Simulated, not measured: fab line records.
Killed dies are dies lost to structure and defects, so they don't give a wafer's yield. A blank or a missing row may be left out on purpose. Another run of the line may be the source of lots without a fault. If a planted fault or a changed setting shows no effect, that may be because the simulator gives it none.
Chamber matching / flow n5_finfet / ald_hk-02 running N5_HKMG_FIN_ALD_74: 4 sister chambers
The step deposits La2O3, target thk 0.5 nm, pulse time 6 s, co reactant pulse time 1 s. 14 wafers are shown with their chamber, then 7 later ones without.

## WAFERS WITH THEIR CHAMBER
wafer=L075.1; chamber=2; heater_power_w (W)=380; heater_power_outer_w (W)=197; precursor_pulse_height_rel=0.960
wafer=L075.4; chamber=3; heater_power_w (W)=419; heater_power_outer_w (W)=191; precursor_pulse_height_rel=1.031
wafer=L075.6; chamber=0; heater_power_w (W)=286; heater_power_outer_w (W)=145; precursor_pulse_height_rel=1.022
wafer=L081.1; chamber=0; heater_power_w (W)=290; heater_power_outer_w (W)=149; precursor_pulse_height_rel=1.021
wafer=L081.4; chamber=1; heater_power_w (W)=358; heater_power_outer_w (W)=194; precursor_pulse_height_rel=1.034
wafer=L081.6; chamber=3; heater_power_w (W)=416; heater_power_outer_w (W)=200; precursor_pulse_height_rel=0.997
wafer=L082.1; chamber=0; heater_power_w (W)=297; heater_power_outer_w (W)=152; precursor_pulse_height_rel=0.974
wafer=L082.3; chamber=2; heater_power_w (W)=379; heater_power_outer_w (W)=197; precursor_pulse_height_rel=0.957
wafer=L082.6; chamber=1; heater_power_w (W)=353; heater_power_outer_w (W)=199; precursor_pulse_height_rel=0.992
wafer=L086.1; chamber=0; heater_power_w (W)=289; heater_power_outer_w (W)=150; precursor_pulse_height_rel=1.012
wafer=L086.4; chamber=1; heater_power_w (W)=359; heater_power_outer_w (W)=195; precursor_pulse_height_rel=0.993
wafer=L086.5; chamber=0; heater_power_w (W)=292; heater_power_outer_w (W)=150; precursor_pulse_height_rel=0.986
wafer=L089.2; chamber=1; heater_power_w (W)=359; heater_power_outer_w (W)=196; precursor_pulse_height_rel=1.010
wafer=L089.3; chamber=2; heater_power_w (W)=380; heater_power_outer_w (W)=198; precursor_pulse_height_rel=0.974

SIGNATURES (means of the wafers above)
reading=heater_power_w; chamber 0=290.80; chamber 1=357.25; chamber 2=379.67; chamber 3=417.50; scatter within a chamber=3.11
reading=heater_power_outer_w; chamber 0=149.20; chamber 1=196.00; chamber 2=197.33; chamber 3=195.50; scatter within a chamber=2.86
reading=precursor_pulse_height_rel; chamber 0=1.00300; chamber 1=1.00725; chamber 2=0.96367; chamber 3=1.01400; scatter within a chamber=0.0195
Rule: distance of a wafer from a chamber = root of the sum over the readings of ((wafer's reading minus chamber's mean) / reading's scatter) squared. If the next closest chamber is less than 2 further off than the closest, the wafer can't be placed; otherwise it belongs to the closest. The scatter: take each reading less its chamber's mean, square it, sum over the shown wafers, divide by the number of wafers less the number of chambers, and take the root.

## WAFERS WHOSE CHAMBER IS MISSING
wafer=L089.5; heater_power_w (W)=358; heater_power_outer_w (W)=192; precursor_pulse_height_rel=0.986
wafer=L091.1; heater_power_w (W)=351; heater_power_outer_w (W)=200; precursor_pulse_height_rel=0.969
wafer=L091.4; heater_power_w (W)=287; heater_power_outer_w (W)=152; precursor_pulse_height_rel=0.991
wafer=L091.6; heater_power_w (W)=374; heater_power_outer_w (W)=199; precursor_pulse_height_rel=0.978
wafer=L092.2; heater_power_w (W)=353; heater_power_outer_w (W)=202; precursor_pulse_height_rel=0.976
wafer=L092.3; heater_power_w (W)=414; heater_power_outer_w (W)=198; precursor_pulse_height_rel=1.001
wafer=L092.6; heater_power_w (W)=388; heater_power_outer_w (W)=200; precursor_pulse_height_rel=1.015

## WHICH CHAMBER EACH ONE RAN IN
wafer=L089.5; from the rows above=1; in truth=1
wafer=L091.1; from the rows above=1; in truth=1
wafer=L091.4; from the rows above=0; in truth=0
wafer=L091.6; from the rows above=2; in truth=2
wafer=L092.2; from the rows above=1; in truth=1
wafer=L092.3; from the rows above=3; in truth=3
wafer=L092.6; from the rows above=2; in truth=2
7 of 7 placed correctly. Number that these rows cannot place: 0. Placed wrongly: 0.
